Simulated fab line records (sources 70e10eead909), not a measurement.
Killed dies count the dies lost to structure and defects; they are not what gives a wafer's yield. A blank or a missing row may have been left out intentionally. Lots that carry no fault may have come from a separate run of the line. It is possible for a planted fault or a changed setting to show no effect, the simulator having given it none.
Comparing a struck lot with a sound one | flow nandHarc | 40 out of 1302 route steps
Sound: wafers L233.1, L233.2, L233.6. Struck: wafer L219.3 (left out: L219.5, L219.6 of the same lot, which were not struck); the cause appears at the end.
Per side, at each step with rows, come the tool, then ch with its chambers, and then its first start. Under that, the readings that differ: sound wafers | struck wafers | difference of the means | sigmas: that difference in standard deviations of wafers without a fault.
alike: readings with means less than 2 such deviations apart, plus words and numbers identical on both sides. not compared: withheld readings, readings lacking a value on some wafer, bounds such as >300 that could conceal the same value, and numbers that have no deviation in the record and whose values overlap.
A row with sigmas, a row that says differs or no value, or rows on one side alone: a step with any of these is where the two part. Non-overlapping numbers with no deviation appear without sigmas and do not part them. A reading missing from all wafers of one side parts the sides only when that side holds two or more wafers.

first, 11 steps without rows for these wafers: NHARC_A_STAIRCASE_SOFTBAKE_161 (time 170 s); NHARC_A_STAIRCASE_EBR_162; NHARC_A_STAIRCASE_EXPOSE_163 (exposes mask STAIR OPEN); NHARC_A_STAIRCASE_PEB_164 (peb time 130 s); NHARC_A_STAIRCASE_DEVELOP_165 (time 140 s); NHARC_A_STAIRCASE_HARDBAKE_167 (time 140 s); NHARC_A_STAIRCASE_DESCUM_168 (chemistry O2, time 3 s); NHARC_A_STAIRCASE_ETCH_169 (etches the open film in CH3F/O2, target depth 50 nm, time 107.1 s); NHARC_A_STAIRCASE_ETCH_170 (etches the open film in C4F6/O2, target depth 200 nm, time 66.667 s); NHARC_A_STAIRCASE_STRIP_171 (strips in O2); NHARC_A_STAIRCASE_STRIP_172 (strips in SPM, time 900 s).
NHARC_A_STAIRCASE_PRECLEAN_173: cleans in SC1.
  sound on wetBench-06 ch 0,3,7, day 23 13:43; struck on wetBench-05 ch 0,4,5, day 17 22:17
then, 10 steps without rows for these wafers: NHARC_A_STAIRCASE_SRD_174; NHARC_A_STAIRCASE_DEHYDRATE_01 (time 120 s); NHARC_A_STAIRCASE_HMDS_02 (time 30 s); NHARC_A_STAIRCASE_COAT_03; NHARC_A_STAIRCASE_SOFTBAKE_04 (time 170 s); NHARC_A_STAIRCASE_EBR_05; NHARC_A_STAIRCASE_EXPOSE_06 (exposes mask STAIR); NHARC_A_STAIRCASE_PEB_07 (peb time 130 s); NHARC_A_STAIRCASE_DEVELOP_08 (time 140 s); NHARC_A_STAIRCASE_HARDBAKE_10 (time 140 s).
NHARC_A_STAIRCASE_DESCUM_11: chemistry O2, time 3 s.
  sound on rieDiel-09 ch 1,2, day 23 14:53; struck on rieDiel-12 ch 1, day 17 23:30
reading             | sound             | struck | difference | sigmas
oesProductAu (a.u.) | 0.991 0.987 0.989 | 1.031  | +0.042     | +3
  alike: drypumpMotorCurrentA, rfVppV, showerheadPlenumPTorr, throttleValvePct
  not compared: rfHoursCounterH
then, 2 steps without rows for these wafers: NHARC_A_STAIRCASE_TRIM_12 (chemistry O2, time 211.2 s); NHARC_A_STAIRCASE_ETCH_13 (etches the open film in C4F8/O2, target depth 100 nm, time 40.5 s).
NHARC_A_STAIRCASE_TRIM_14: chemistry O2, time 211.2 s.
  sound: rieDiel-09 ch 0,1,2; struck: rieDiel-12 ch 2
reading             | sound             | struck | difference | sigmas
oesProductAu (a.u.) | 0.988 0.981 1.015 | 1.022  | +0.027     | +2
  alike: drypumpMotorCurrentA, rfVppV, showerheadPlenumPTorr, throttleValvePct
  not compared: rfHoursCounterH
then, 4 steps without rows for these wafers: NHARC_A_STAIRCASE_ETCH_15 (etches the open film in C4F8/O2, target depth 100 nm, time 40.5 s); NHARC_A_STAIRCASE_TRIM_16 (chemistry O2, time 211.2 s); NHARC_A_STAIRCASE_ETCH_17 (etches the open film in C4F8/O2, target depth 100 nm, time 40.5 s); NHARC_A_STAIRCASE_TRIM_18 (chemistry O2, time 211.2 s).
NHARC_A_STAIRCASE_ETCH_19: etches the open film in C4F8/O2, target depth 100 nm, time 40.5 s.
  sound: rieDiel-09 ch 0,1; struck: rieDiel-12 ch 3
  alike: oesProductAu, rfVppV
  not compared: rfHoursCounterH
NHARC_A_STAIRCASE_TRIM_20: chemistry O2, time 211.2 s.
  sound on rieDiel-05 ch 1,2, day 23 16:08; struck on rieDiel-09 ch 0, day 18 01:19
  alike: drypumpMotorCurrentA, oesProductAu, rfVppV, showerheadPlenumPTorr, throttleValvePct
  not compared: rfHoursCounterH
then, 5 steps without rows for these wafers: NHARC_A_STAIRCASE_ETCH_21 (etches the open film in C4F8/O2, target depth 100 nm, time 40.5 s); NHARC_A_STAIRCASE_TRIM_22 (chemistry O2, time 211.2 s); NHARC_A_STAIRCASE_ETCH_23 (etches the open film in C4F8/O2, target depth 100 nm, time 40.5 s); NHARC_A_STAIRCASE_TRIM_24 (chemistry O2, time 211.2 s); NHARC_A_STAIRCASE_ETCH_25 (etches the open film in C4F8/O2, target depth 100 nm, time 40.5 s).
NHARC_A_STAIRCASE_TRIM_26: chemistry O2, time 211.2 s.
  sound on rieDiel-05 ch 0,1, day 23 17:07; struck on rieDiel-09 ch 0
  alike: drypumpMotorCurrentA, oesProductAu, rfVppV, showerheadPlenumPTorr, throttleValvePct
  not compared: rfHoursCounterH
then, 1 step without rows for these wafers: NHARC_A_STAIRCASE_ETCH_27 (etches the open film in C4F8/O2, target depth 100 nm, time 40.5 s).
-- the record jumps here: 8 days lie between the struck wafers' starts before and after (it left off in module A_STAIRCASE and takes up again in module END, whose first step shown is number 1302 of the route) --
NHARC_END_SORT_01:
  only the struck wafers appear in the record here, on prober-01 ch 0 at day 26 07:39; the sound ones have no rows

## WHERE THEY PART
First at NHARC_A_STAIRCASE_DESCUM_11; last, within this record, at NHARC_END_SORT_01.

WHY: whatever the simulator had introduced
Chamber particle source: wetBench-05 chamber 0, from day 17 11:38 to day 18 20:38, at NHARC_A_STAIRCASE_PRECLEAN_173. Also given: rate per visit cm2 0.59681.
